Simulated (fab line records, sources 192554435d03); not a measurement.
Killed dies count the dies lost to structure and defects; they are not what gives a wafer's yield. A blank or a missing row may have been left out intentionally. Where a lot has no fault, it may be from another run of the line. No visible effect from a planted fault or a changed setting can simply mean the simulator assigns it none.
fab line records + flow n5-finfet
record:
- lots: 4
- wafers: 12
- last-day: 17
route steps=1938 shown BEOL_M8@1386 BEOL_M9@1401 PASSIVATION@1936
lots with no fault: from the same line, run without faults
start-h: the number of hours between the record's first day and the start of the first shown wafer of the lot + wait-h: hours since the lot's step before + " same as the row above + L1.1+2: a row that stands for several wafers + - no value, or no start was given + * or withheld: withheld + < > ~ a bound
route shown NAME@n: a module of which the file shows steps, and the number in the route of the first + usual: average and standard deviation across the fault-free wafers + same: alike in all rows + chamber/n: place in a boat + sites: readings site by site + _std_site: the values' standard deviation + _edge_site: the outer-site mean with the inner-site mean subtracted + radius-mm: for every site, how far away it sits from the centre of the wafer + mask NAME#n: copy n + behind: the tool/chamber that last shaped the wafer + hold: what put the lot on hold/how long, in hours/how the hold closed + device: transistor that didn't switch, given as n, p or np + end of line: tests run on the same wafers once the route is complete + for a step that has no rows: nothing shown but its recipe + killed: not the wafer's yield, but the dies lost to structure and defects at the first sort + map: dies across one wafer; x = killed, . = not, _ = none there
set.NAME: the run value of the setting; set.NAME@STEP: its run value at that earlier step + model.NAME: the simulator's own value behind a step, which no gauge read
certain route steps with their lots: each step a table, each wafer a row
services: when a tool's chamber went out of use (start-h, in hours from the record's first day, below 0 if earlier), for how many hours, and the reason
== steps ==
step: N5_BEOL_M8_CURE_75
recipe:
- temp-c: 370
- time-s: 120
- ambient: DMADMS/He
- material: SiCOH_lowk
step: N5_BEOL_M8_DEGAS_44
recipe:
- ambient: vacuum
- temp-c: 250
- time-s: 60
step: N5_BEOL_M8_PRE_CLEAN_45
recipe:
- gas: H2/He
- time-s: 30
- temp-c: 250
step: N5_BEOL_M8_ALD_77
recipe:
- material: TaN
- target-thk-a: 20
- temp-c: 275
- ald-precursor-family: PDMAT
- ald-co-reactant: NH3
- pressure-torr: 3
- carrier-flow-sccm: 1500
- pulse-time-s: 2
- purge-time-s: 3
- co-reactant-purge-time-s: 2
- co-reactant-pulse-time-s: 3
- ald-cycles: 40
- precursor-vessel-temp-c: 75
- precursor-vessel-pressure-torr: 26.25
- precursor-vessel-carrier-sccm: 1000
step: N5_BEOL_M8_SURFACE_TREAT_79
recipe:
- gas: Ar
- time-s: *
- ion-energy-ev: *
- ion-current-ma-cm2: 0.5
- pressure-mtorr: *
- ar-flow-sccm: 30
step: N5_BEOL_M8_CVD_78
recipe:
- material: Co
- target-thk-a: 20
- temp-c: withheld
- precursor: CCTBA/H2
- pressure-torr: 30
- time-s: 142.3
step: N5_BEOL_M8_SPUTTER_48
recipe:
- material: Cu
- target-thk-a: 100
- temp-c: -20
- bias-v: 60
- power-w: 26000
- chamber-pressure-pa: 0.13
- time-s: 1.667
step: N5_BEOL_M8_ECD_50
recipe:
- material: Cu
- target-thk-a: 3000
step: N5_BEOL_M8_ANNEAL_51
recipe:
- temp-c: 225
- time-s: 90
- ambient: N2
step: N5_BEOL_M8_CMP_52
recipe:
- stop-on: SiCOH_lowk
- t-overpolish-s: 6.9
- down-force-psi: 1
- platen-rpm: 50
- clearing-platen-down-force-psi: 1.5
- clearing-platen-rpm: 50
- post-cmp-clean: cu-alkaline
- target-thk-nm: 80
- clearing-platen-pad-velocity-m-s: 0.99484
- pad-velocity-m-s: 0.99484
step: N5_BEOL_M8_PRE_CLEAN_55
recipe:
- gas: NH3
- time-s: 15
- temp-c: withheld
- rf-power-w: 300
| lot.wafer  | tool     | chamber | start-h | wait-h |
|------------|----------|---------|---------|--------|
| L561.1+2+3 | pecvd-03 | 0,2,1   | 227.50  | 0.0    |
| L569.1+4+6 | pecvd-01 | 1,1,2   | 282.53  | 0.0    |
| L580.1+3+4 | pecvd-01 | 2,2,0   | 340.23  | 0.0    |
| L581.1+3+6 | pecvd-01 | 2,0,2   | 340.40  | 0.0    |
step: N5_BEOL_M8_DEP_56
recipe:
- material: SiCN
- target-thk-a: 100
- temp-c: withheld
- precursor: 3MS/NH3
- pressure-torr: 3
- rf-w: 202
- time-s: 17.5
step: N5_BEOL_M8_INSPECT_58
recipe:
- inspect-instrument: darkfield
- mode: post-dep
usual:
- raw-defect-count: 71/24
| lot.wafer | tool              | chamber | start-h | wait-h | raw-defect-count |
|-----------|-------------------|---------|---------|--------|------------------|
| L561.1    | defect-inspect-02 | -       | 227.62  | 0.0    | 102              |
| L561.2    | "                 | -       | "       | "      | 71               |
| L561.3    | "                 | -       | "       | "      | 56               |
| L569.1    | defect-inspect-01 | -       | 282.65  | 0.0    | 110              |
| L569.4    | "                 | -       | "       | "      | 138              |
| L569.6    | "                 | -       | "       | "      | 106              |
| L580.1    | defect-inspect-01 | -       | 340.38  | 0.0    | 1221             |
| L580.3    | "                 | -       | "       | "      | 1233             |
| L580.4    | "                 | -       | "       | "      | 1190             |
| L581.1    | defect-inspect-01 | -       | 340.55  | 0.0    | 1295             |
| L581.3    | "                 | -       | "       | "      | 1271             |
| L581.6    | "                 | -       | "       | "      | 1252             |
step: N5_BEOL_M9_ILD_DEP_00
recipe:
- material: SiCOH_lowk
- target-thk-a: 3085.1
- temp-c: 300
- precursor: DEMS/porogen
- pressure-torr: 5
- rf-w: 500
- time-s: 58
step: N5_BEOL_M9_CURE_71
recipe:
- temp-c: 385
- time-s: 240
- ambient: He/Ar
- material: SiCOH_lowk
step: N5_BEOL_M9_PECVD_70
recipe:
- material: SiO2
- target-thk-a: 200
- temp-c: 400
- precursor: TEOS/O2
- pressure-torr: 5.5
- rf-w: 450
- teos-flow-sccm: 53.8
- gas: O2
- flow-sccm: 3000
- time-s: 22.7
step: N5_BEOL_M9_HM_DEP_02
recipe:
- material: TiN
- target-thk-a: 200
- temp-c: 25
- chamber-pressure-pa: 0.49996
step: N5_BEOL_M9_COAT_59
recipe:
- resist: SOC
- temp-c: 250
- time-s: 60
- spin-rpm: 1500
- resist-thk-nm: 100
step: N5_BEOL_M9_COAT_60
recipe:
- resist: SiARC
- temp-c: 220
- time-s: 60
- spin-rpm: 1500
- resist-thk-nm: 30
step: N5_BEOL_M9_COAT_05
recipe:
- resist: CAR-ArF
- spin-rpm: 1500
- resist-thk-nm: 90
step: N5_BEOL_M9_EBR_07
recipe:
- solvent: PGMEA
- ebr-width-mm: 1.5
step: N5_BEOL_M9_SOFTBAKE_06
recipe:
- temp-c: 110
- time-s: 60
- resist: CAR-ArF
step: N5_BEOL_M9_EXPOSE_08
recipe:
- mask-id: M9
- na: 1.35
- source-shape: dipole
- sigma-inner: 0.411
- sigma-outer: 0.611
- polarization: te
- dose-mj: 53.75
step: N5_BEOL_M9_PEB_09
recipe:
- peb-temp-c: withheld
- peb-time-s: 60
- resist: CAR-ArF
step: N5_BEOL_M9_DEVELOP_10
recipe:
- develop-time-s: 30
- developer: TMAH
- resist: CAR-ArF
- rinse-liquid: diw
- dry: air-spin
- dev-temp-c: 23
step: N5_BEOL_M9_INSPECT_13
recipe:
- mode: adi
- inspect-instrument: brightfield
usual:
- raw-defect-count: 420/78
| lot.wafer | tool              | chamber | start-h | wait-h | raw-defect-count |
|-----------|-------------------|---------|---------|--------|------------------|
| L561.1    | defect-inspect-01 | -       | 229.40  | 0.0    | 528              |
| L561.2    | "                 | -       | "       | "      | 366              |
| L561.3    | "                 | -       | "       | "      | 332              |
| L569.1    | defect-inspect-02 | -       | 284.67  | 0.0    | 527              |
| L569.4    | "                 | -       | "       | "      | 580              |
| L569.6    | "                 | -       | "       | "      | 511              |
| L580.1    | defect-inspect-01 | -       | 344.91  | 0.0    | 1493             |
| L580.3    | "                 | -       | "       | "      | 1508             |
| L580.4    | "                 | -       | "       | "      | 1552             |
| L581.1    | defect-inspect-02 | -       | 345.07  | 0.0    | 1696             |
| L581.3    | "                 | -       | "       | "      | 1603             |
| L581.6    | "                 | -       | "       | "      | 1648             |
step: N5_BEOL_M9_DESCUM_16
recipe:
- chemistry: O2
- time-s: 7.9
- source-power-w: 50
- bias-power-w: 20
- pressure-mtorr: 20
- rf-frequency-hz: 2.712e+07
- temp-c: 40
- resist: CAR-ArF
- o2-flow-sccm: 225
step: N5_PASSIVATION_PROBE_49
usual:
- defect-limited-yield: 91.3/1.5
- killed_at_M0_to_M3: 35/8.7
- killed_at_M4_up: 14/5.5
- killed-at-contacts: 11/5.6
- killed-at-front-end: 39/13
- killed-at-other: 3.7/2.2
- killed-dies: 103/18
- killed-on-rim: 14/4.4
- killed-open: 69/14
- killed-short: 33/7.8
- sort_bin_5_function: 5.1/0.99
- sort_bin_6_memory: 3.3/0.67
- sort_bin_8_speed: 0.02/0.17
- sort-n-pass: 1077/18
- sort-yield-pct: 91.2/1.5
same:
- gross-dies: 1180
- killed-at-back-side: 0
- sort_bin_4_leakage[%]: 0
| lot.wafer | tool      | chamber | start-h | wait-h | defect-limited-yield[%] | killed_at_M0_to_M3 | killed_at_M4_up | killed-at-contacts | killed-at-front-end | killed-at-other | killed-dies | killed-on-rim | killed-open | killed-short | sort_bin_5_function[%] | sort_bin_6_memory[%] | sort_bin_8_speed[%] | sort-n-pass | sort-yield-pct[%] |
|-----------|-----------|---------|---------|--------|-------------------------|--------------------|-----------------|--------------------|---------------------|-----------------|-------------|---------------|-------------|--------------|------------------------|----------------------|---------------------|-------------|-------------------|
| L569.1    | prober-01 | -       | 352.38  | 0.0    | 89.9                    | 44                 | 13              | 4                  | 56                  | 2               | 119         | 13            | 80          | 39           | 5.3                    | 4.6                  | 0                   | 1061        | 89.9              |
| L569.4    | prober-01 | -       | 352.53  | 0.2    | 91.2                    | 33                 | 11              | 8                  | 51                  | 1               | 104         | 16            | 74          | 30           | 5.1                    | 3.4                  | 0                   | 1076        | 91.2              |
| L569.6    | prober-01 | -       | 352.63  | 0.3    | 92.3                    | 39                 | 16              | 6                  | 29                  | 1               | 91          | 10            | 60          | 29           | 5.1                    | 2.4                  | 0                   | 1089        | 92.3              |
| L580.1    | prober-01 | -       | 413.40  | 0.0    | 82.2                    | 27                 | 110             | 15                 | 57                  | 1               | 210         | 30            | 78          | 34           | 9.0                    | 4.7                  | 0                   | 970         | 82.2              |
| L580.3    | prober-01 | -       | 413.50  | 0.1    | 84.2                    | 27                 | 117             | 4                  | 38                  | 0               | 186         | 30            | 63          | 21           | 8.3                    | 3.6                  | 0.17                | 992         | 84.1              |
| L580.4    | prober-01 | -       | 413.55  | 0.2    | 85.9                    | 31                 | 84              | 11                 | 40                  | 0               | 166         | 29            | 68          | 21           | 8.1                    | 3.5                  | 0                   | 1014        | 85.9              |
| L581.1    | prober-02 | -       | 415.37  | 0.0    | 84.2                    | 25                 | 125             | 4                  | 28                  | 4               | 186         | 30            | 58          | 21           | 9.0                    | 3.3                  | 0                   | 994         | 84.2              |
| L581.3    | prober-02 | -       | 415.47  | 0.1    | 84.4                    | 35                 | 103             | 14                 | 27                  | 5               | 184         | 30            | 67          | 31           | 9.0                    | 3.6                  | 0                   | 996         | 84.4              |
| L581.6    | prober-02 | -       | 415.62  | 0.3    | 83.0                    | 24                 | 120             | 16                 | 35                  | 6               | 201         | 30            | 72          | 28           | 9.5                    | 4.1                  | 0                   | 979         | 83.0              |
killed by level:class
L569.1 STI_FIN_REVEAL:geometric-particle:open=16 GATE_CUT:geometric-particle:short=12 BEOL_M2:geometric-particle:open=12 BEOL_M4:geometric-particle:open=10 BEOL_M3:geometric-particle:open=6 FIN_SAQP:geometric-particle:open=5 GATE_CUT:geometric-particle:open=5 BEOL_M0_SAQP:geometric-particle:short=5
L569.4 FIN_SAQP:geometric-particle:open=16 STI_FIN_REVEAL:geometric-particle:open=12 BEOL_M0_SAQP:geometric-particle:open=12 BEOL_M0_SAQP:geometric-particle:short=9 MOL_CONTACT_COAG:geometric-particle:open=8 BEOL_M4:geometric-particle:open=7 SPACER0:geometric-particle:open=5 FIN_SAQP:geometric-particle:short=4
L569.6 BEOL_M0_SAQP:geometric-particle:short=11 BEOL_M0_SAQP:geometric-particle:open=10 FIN_SAQP:geometric-particle:open=7 STI_FIN_REVEAL:geometric-particle:open=7 MOL_CONTACT_COAG:geometric-particle:open=6 BEOL_M3:geometric-particle:open=6 BEOL_M4:geometric-particle:short=6 BEOL_M1:geometric-particle:open=5
L580.1 BEOL_M8:unspecified=98 FIN_SAQP:geometric-particle:open=26 MOL_CONTACT_COAG:geometric-particle:open=12 FIN_SAQP:geometric-particle:short=9 STI_FIN_REVEAL:geometric-particle:open=7 BEOL_M0_SAQP:geometric-particle:short=7 BEOL_M3:geometric-particle:open=6 ILD0:geometric-particle:open=4
L580.3 BEOL_M8:unspecified=99 FIN_SAQP:geometric-particle:open=18 BEOL_M3:geometric-particle:open=9 BEOL_M0_SAQP:geometric-particle:open=6 BEOL_M4:geometric-particle:open=6 FIN_SAQP:geometric-particle:short=5 BEOL_M5:geometric-particle:open=5 MOL_CONTACT_COAG:geometric-particle:open=4
L580.4 BEOL_M8:unspecified=74 FIN_SAQP:geometric-particle:open=17 BEOL_M3:geometric-particle:open=14 MOL_CONTACT_COAG:geometric-particle:open=9 STI_FIN_REVEAL:geometric-particle:open=6 BEOL_M3:geometric-particle:short=5 FIN_SAQP:geometric-particle:short=4 BEOL_M1:geometric-particle:open=4
L581.1 BEOL_M8:unspecified=106 BEOL_M4:geometric-particle:open=12 STI_FIN_REVEAL:geometric-particle:open=7 BEOL_M0_SAQP:geometric-particle:open=6 BEOL_M0_SAQP:geometric-particle:short=5 FIN_SAQP:geometric-particle:open=4 DUMMY_GATE:geometric-particle:open=4 BEOL_M1:geometric-particle:open=4
L581.3 BEOL_M8:unspecified=86 MOL_CONTACT_COAG:geometric-particle:open=11 BEOL_M3:geometric-particle:open=8 BEOL_M0_SAQP:geometric-particle:open=8 BEOL_M4:geometric-particle:open=8 BEOL_M0_SAQP:geometric-particle:short=7 STI_FIN_REVEAL:geometric-particle:open=6 GATE_CUT:geometric-particle:short=6
L581.6 BEOL_M8:unspecified=99 STI_FIN_REVEAL:geometric-particle:open=19 BEOL_M4:geometric-particle:open=11 MOL_CONTACT_COAG:geometric-particle:open=9 DUMMY_GATE:geometric-particle:open=7 MOL_CONTACT_COAG:geometric-particle:short=7 BEOL_M3:geometric-particle:open=6 BEOL_M5:geometric-particle:open=5
map L580.1 (x killed, . not)
_________________..x....x..xx________________
______________.....x......xxxxxx_____________
___________...xx..x....x.xxxxxxxxxx__________
__________.............xxxxxxxxxxxxx_________
________..x........x...xxxxxxxxxxxxxxx_______
_______.................xxxxxxxxxxxxxxx______
______...........x.....xxxxxxxxxxxxxxxx._____
_____................xx..x.xxxxxxxxxxx...____
____.........x.........x.....xxxxxxx.x....___
___.....x......x...........x.x..x..x..x.x..__
___......x.........xxx....x..x....x........__
__............................x......x......_
__xx...................x....x.....x..x.x...._
_x.....x...x..x.......................x......
_....x........x...xx.......x.................
_................x..................x........
_.....x..............xx.x....................
_......x........x..x.x...x.................x.
_.xx.......x........x...x.............x......
_....x.x.....................................
_....x.x...x.x.......................x...x.x.
__..................................x......._
__...x.................................x...._
___.........x..x.x.........x.x.............__
___..........x......x.x.........xx..x......__
____...................x...............x.x___
_____..x.................x......xx.......____
______.............x.x.x................_____
_______........x.x.x...................______
________.......xx....................._______
__________x..........x.............._________
___________....x.x......x..........__________
______________.xx.....x.....x..._____________
_________________............________________
map L581.6 (x killed, . not)
_________________........xxxx________________
______________...........xxxxxxx_____________
___________.....x.......xxxxxxxxxxx__________
__________x...x...x.....xxxxxxxxxxxx_________
________...............xxxxxxxxxxxxxxx_______
_______.................xxxxxxxxxxxxxxx______
______.................x..xxxxxxxxxxxxx._____
_____.................x...x.xxxxxxxxx..x.____
____..............x.......x.x..xxxxx.x...x___
___....x.xx...x.....x..x.....x..xx.........__
___....x...x..........x....x.x.....x..x....__
__....x..........x................x........._
__.........................................._
_..............................x....x......x.
_......x.x.....x.............................
_..x...x...........x.........x..x............
_.............................x..............
_.xx......xx..x......x.............x...x.....
_.x....x.........x...........................
_.....................x.xx......x........xxx.
_....................x.x...x.....xx..........
__.x............x.x.............x......xx..._
__..........x....x............x...x........._
___..............................x.........__
___x..x...............x...x...........x....__
____................x........x...x........___
_____...........x......x.................____
______.....x.....x......................_____
_______..........xx....x..x....xx......______
________.......x......................_______
__________...x...xx.......x....x...._________
___________....x...x......x........__________
______________xx..............x._____________
_________________..x...x.....________________
== services ==
| tool     | chamber | start-h | hours | kind           |
|----------|---------|---------|-------|----------------|
| pecvd-03 | 2       | 209.27  | 11.5  | repair         |
| pecvd-03 | 1       | 212.26  | 4.4   | repair         |
| pecvd-03 | 1       | 244.59  | 14.5  | repair         |
| pecvd-01 | -       | 270.76  | 0.9   | repair         |
| pecvd-03 | 0       | 305.82  | 12.4  | repair         |
| pecvd-01 | 1       | 328.19  | 2.1   | scheduled-down |
| pecvd-03 | -       | 329.15  | 14.6  | pm             |
| pecvd-01 | 1       | 335.67  | 5.5   | scheduled-down |
== key ==
first-sign:
- step: N5_BEOL_M8_INSPECT_58
- reading: raw-defect-count
- direction: up
- sigmas: 49
- usual: 71
- struck: 1244
effect:
- step: N5_BEOL_M9_INSPECT_13
- reading: raw-defect-count
- direction: up
- sigmas: 15
- usual: 420
- struck: 1583
effect:
- step: N5_PASSIVATION_PROBE_49
- reading: killed_at_M4_up
- direction: up
- sigmas: 18
- usual: 14
- struck: 110
more-kills-born-at:
- N5_BEOL_M8_PRE_CLEAN_55@pecvd-01: 562
met-at N5_BEOL_M8_PRE_CLEAN_55
struck-wafers L580.1,L580.3,L580.4,L581.1,L581.3,L581.6
onset-between 282.53 340.23
also-fits time
fault:
- kind: chamber-particle-source
- tool: pecvd-01
- chamber: -
- onset-h: 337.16
- steps: N5_BEOL_M8_PRE_CLEAN_55
- rate-per-visit-cm2: 1.8471
- end-h: 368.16
